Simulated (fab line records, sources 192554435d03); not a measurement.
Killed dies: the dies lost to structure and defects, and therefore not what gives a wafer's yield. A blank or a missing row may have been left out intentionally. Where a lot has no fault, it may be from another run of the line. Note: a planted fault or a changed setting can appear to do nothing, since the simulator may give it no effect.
Lot-split experiment || flow n5 finfet || 7 lots, 21 wafers read, on a route of 1938 steps

## THE SPLIT
At N5_BEOL_M13_SPUTTER_43 (material TaN, target thk 15 nm, time 24.19 s), the setting power w was moved away from the recipe's 15000 W on 8 of the 21 wafers read, by +4.9% to +17.1%. All remaining wafers had this setting at the recipe value.

The reading comes from the split's own step.

## THE READING
TaN_of_BEOL_M13_SPUTTER_43.thk nm (the simulator's own value, which no gauge read), in nm, at N5_BEOL_M13_SPUTTER_43 (material TaN, target thk 15 nm, time 24.19 s). The file does not state a usual value for it. Here, 13 wafers ran the recipe; their average is 15.2 nm with a standard deviation of 0.17 nm.

{"wafer": "L078.2", "tool, chamber at the split": "pvd sputter-02, -", "power w as run, W": 15000, "against the recipe": "recipe", "TaN_of_BEOL_M13_SPUTTER_43.thk nm, nm": 15.4, "against lot-mates on the recipe": "-"}
{"wafer": "L078.5", "tool, chamber at the split": "pvd sputter-02, -", "power w as run, W": 15000, "against the recipe": "recipe", "TaN_of_BEOL_M13_SPUTTER_43.thk nm, nm": 15.4, "against lot-mates on the recipe": "-"}
{"wafer": "L078.4", "tool, chamber at the split": "pvd sputter-02, -", "power w as run, W": 15000, "against the recipe": "recipe", "TaN_of_BEOL_M13_SPUTTER_43.thk nm, nm": 14.8, "against lot-mates on the recipe": "-"}
{"wafer": "L082.3", "tool, chamber at the split": "pvd sputter-03, -", "power w as run, W": 15000, "against the recipe": "recipe", "TaN_of_BEOL_M13_SPUTTER_43.thk nm, nm": 15.2, "against lot-mates on the recipe": "-"}
{"wafer": "L082.4", "tool, chamber at the split": "pvd sputter-03, -", "power w as run, W": 15000, "against the recipe": "recipe", "TaN_of_BEOL_M13_SPUTTER_43.thk nm, nm": 15.2, "against lot-mates on the recipe": "-"}
{"wafer": "L082.5", "tool, chamber at the split": "pvd sputter-03, -", "power w as run, W": 17570, "against the recipe": "+17.1%", "TaN_of_BEOL_M13_SPUTTER_43.thk nm, nm": 17.8, "against lot-mates on the recipe": "+2.6"}
{"wafer": "L087.2", "tool, chamber at the split": "pvd sputter-01, -", "power w as run, W": 15000, "against the recipe": "recipe", "TaN_of_BEOL_M13_SPUTTER_43.thk nm, nm": 15.2, "against lot-mates on the recipe": "-"}
{"wafer": "L087.3", "tool, chamber at the split": "pvd sputter-01, -", "power w as run, W": 15740, "against the recipe": "+4.9%", "TaN_of_BEOL_M13_SPUTTER_43.thk nm, nm": 16, "against lot-mates on the recipe": "+0.8"}
{"wafer": "L087.6", "tool, chamber at the split": "pvd sputter-01, -", "power w as run, W": 15740, "against the recipe": "+4.9%", "TaN_of_BEOL_M13_SPUTTER_43.thk nm, nm": 16, "against lot-mates on the recipe": "+0.8"}
{"wafer": "L089.2", "tool, chamber at the split": "pvd sputter-02, -", "power w as run, W": 15000, "against the recipe": "recipe", "TaN_of_BEOL_M13_SPUTTER_43.thk nm, nm": 15.2, "against lot-mates on the recipe": "-"}
{"wafer": "L089.3", "tool, chamber at the split": "pvd sputter-02, -", "power w as run, W": 17300, "against the recipe": "+15.3%", "TaN_of_BEOL_M13_SPUTTER_43.thk nm, nm": 17.6, "against lot-mates on the recipe": "+2.3"}
{"wafer": "L089.5", "tool, chamber at the split": "pvd sputter-02, -", "power w as run, W": 15000, "against the recipe": "recipe", "TaN_of_BEOL_M13_SPUTTER_43.thk nm, nm": 15.4, "against lot-mates on the recipe": "-"}
{"wafer": "L088.1", "tool, chamber at the split": "pvd sputter-03, -", "power w as run, W": 15000, "against the recipe": "recipe", "TaN_of_BEOL_M13_SPUTTER_43.thk nm, nm": 15.4, "against lot-mates on the recipe": "-"}
{"wafer": "L088.2", "tool, chamber at the split": "pvd sputter-03, -", "power w as run, W": 15000, "against the recipe": "recipe", "TaN_of_BEOL_M13_SPUTTER_43.thk nm, nm": 15.4, "against lot-mates on the recipe": "-"}
{"wafer": "L088.3", "tool, chamber at the split": "pvd sputter-03, -", "power w as run, W": 15000, "against the recipe": "recipe", "TaN_of_BEOL_M13_SPUTTER_43.thk nm, nm": 15.2, "against lot-mates on the recipe": "-"}
{"wafer": "L092.1", "tool, chamber at the split": "pvd sputter-02, -", "power w as run, W": 17090, "against the recipe": "+13.9%", "TaN_of_BEOL_M13_SPUTTER_43.thk nm, nm": 17.2, "against lot-mates on the recipe": "+2.0"}
{"wafer": "L092.2", "tool, chamber at the split": "pvd sputter-02, -", "power w as run, W": 17090, "against the recipe": "+13.9%", "TaN_of_BEOL_M13_SPUTTER_43.thk nm, nm": 17.4, "against lot-mates on the recipe": "+2.2"}
{"wafer": "L092.5", "tool, chamber at the split": "pvd sputter-02, -", "power w as run, W": 15000, "against the recipe": "recipe", "TaN_of_BEOL_M13_SPUTTER_43.thk nm, nm": 15.2, "against lot-mates on the recipe": "-"}
{"wafer": "L095.1", "tool, chamber at the split": "pvd sputter-01, -", "power w as run, W": 16330, "against the recipe": "+8.9%", "TaN_of_BEOL_M13_SPUTTER_43.thk nm, nm": 16.6, "against lot-mates on the recipe": "+1.6"}
{"wafer": "L095.4", "tool, chamber at the split": "pvd sputter-01, -", "power w as run, W": 16330, "against the recipe": "+8.9%", "TaN_of_BEOL_M13_SPUTTER_43.thk nm, nm": 16.2, "against lot-mates on the recipe": "+1.2"}
{"wafer": "L095.6", "tool, chamber at the split": "pvd sputter-01, -", "power w as run, W": 15000, "against the recipe": "recipe", "TaN_of_BEOL_M13_SPUTTER_43.thk nm, nm": 15, "against lot-mates on the recipe": "-"}

THE FIT
A straight line over all 21 wafers: TaN_of_BEOL_M13_SPUTTER_43.thk nm changes by +0.149 nm for each +1% of power w; r = +0.98; the points scatter about the line by 0.17 nm.
The same after taking each lot's own level away (the mean of its wafers on the recipe; 21 wafers): +0.152 nm for each +1%; r = +0.99; scatter 0.14 nm.
The reading moves by 2.6 nm for the largest change in power w, on that fit.
The span of the lots' own levels, 15.00 to 15.33 nm, comes to 1.9 times the standard deviation stated above.
Consequently the slope shifts little with the lot-to-lot level, the two slopes agreeing.
Check: with one of the wafers moved furthest among these (+17.1%) left out of the fit, the line predicts +2.61 nm for it against its lot-mates. Against them it came out at +2.6 nm.

## THE OTHER SPLITS THESE WAFERS WENT THROUGH
Before the reading, these wafers also passed through other splits. Each is held against what the fit with the lots' levels taken away leaves over:
{"other split on the same wafers": "N5_BEOL_M12_TRENCH_ETCH_34 time s", "wafers away from the commonest value": 6, "r with TaN_of_BEOL_M13_SPUTTER_43.thk nm (lot level and that fit taken away)": "+0.06"}
{"other split on the same wafers": "N5_BEOL_M13_COAT_66 spin rpm", "wafers away from the commonest value": 6, "r with TaN_of_BEOL_M13_SPUTTER_43.thk nm (lot level and that fit taken away)": -0.14}

## THE FILE'S OWN FIT
TaN_of_BEOL_M13_SPUTTER_43.thk nm changes by +0.152 nm for each +1% of power w, r = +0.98.
